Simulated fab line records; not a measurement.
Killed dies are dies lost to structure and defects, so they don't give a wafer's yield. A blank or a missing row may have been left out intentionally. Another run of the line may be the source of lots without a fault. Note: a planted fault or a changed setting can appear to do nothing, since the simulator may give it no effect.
Struck lot and sound lot, side by side ; flow nand harc ; 12 steps out of a route of 1159
Sound: these wafers, L821.1, L821.3, L821.5. Struck: wafer L827.5 (left out: L827.2, a lot-mate that was not struck); the cause follows at the end.
Per side, at each step with rows, come the tool, then ch with its chambers, and then its first start. Under that, the readings that differ: sound wafers ; struck wafers ; difference of the means ; sigmas: that difference in standard deviations of wafers without a fault.
alike: same words and numbers on both sides, and readings whose means sit less than 2 such deviations apart. not compared: any withheld reading, any reading some wafer has no value for, any bound like >300 that may hide the same value, and any number with overlapping values for which the record gives no deviation.
Wherever a step has rows on one side only, a row that says differs or no value, or a row with sigmas, the two part there. Non-overlapping numbers with no deviation appear without sigmas and do not part them. A reading missing from all wafers of one side parts the sides only when that side holds two or more wafers.

NHARC_A_WL_FILL_ALD_02: deposits TiN, target thk 2 nm, pulse time 3 s, ald cycles 100.
  sound on ald metal-01 ch 0,1, day 15 09:19; struck on ald metal-02 ch 2, day 17 08:56
  alike: heater power w, precursor pulse height rel
then, 1 step without rows for these wafers: NHARC_A_WL_FILL_CVD_03 (deposits W, target thk 40 nm, time 3302 s).
NHARC_A_WL_FILL_ETCHBACK_04: etches the open film in NF3, target depth 60 nm, time 120 s.
  sound on rie metal-02 ch 0,1, day 15 15:52; struck on rie metal-02 ch 1, day 17 14:40
  alike: drypump motor current A, oes product au, run length s
  not compared: rf hours counter h
NHARC_A_WL_FILL_ETCHBACK_05: etches the open film in Cl2/BCl3, target depth 22 nm, time 60 s.
  sound on rie metal-02 ch 0,1, day 15 16:05; struck on rie metal-02 ch 1, day 17 14:54
  alike: drypump motor current A, oes product au, run length s
  not compared: rf hours counter h
NHARC_A_WL_FILL_STRIP_27: strips in N2/H2, time 20 s.
  sound on plasma asher-01 ch 0,1, day 15 16:14; struck on plasma asher-01 ch 0, day 17 15:02
  alike: drypump motor current A, heater power w
  not compared: rf hours counter h
then, 4 steps without rows for these wafers: NHARC_A_WL_FILL_STRIP_28 (strips in post etch residue remover, time 1200 s); NHARC_A_WL_FILL_PRECLEAN_06 (cleans in DIW, time 300 s); NHARC_A_WL_FILL_SRD_07; NHARC_A_WL_FILL_ANNEAL_08 (time 1800 s).
NHARC_A_WL_FILL_ALD_10: deposits SiO2, target thk 50 nm, pulse time 10 s, ald cycles 500.
  sound on ald hk-01 ch 1,2, day 15 23:21; struck on ald hk-04 ch 2, day 17 22:53
  alike: heater power w, precursor pulse height rel
NHARC_A_WL_FILL_ETCHBACK_16: etches the open film in C4F8/O2/Ar, target depth 88 nm, time 17.6 s.
  sound on rie diel-03 ch 0,1,3, day 16 04:03; struck on rie diel-03 ch 2, day 18 01:30
reading;sound;struck;difference;sigmas
run length s (s);39.9 39.1 39.2;37.0;-2.4;-6
  alike: oes product au, rf vpp V
  not compared: rf hours counter h
then, 1 step without rows for these wafers: NHARC_A_WL_FILL_STRIP_29 (strips in O2, time 20 s).

## WHERE THEY PART
At NHARC_A_WL_FILL_ETCHBACK_16 and nowhere else, as far as this record goes.

WHY: whatever the simulator had introduced
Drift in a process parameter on rie diel-03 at NHARC_A_WL_FILL_ETCHBACK_16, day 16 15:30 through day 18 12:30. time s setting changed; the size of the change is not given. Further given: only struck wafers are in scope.
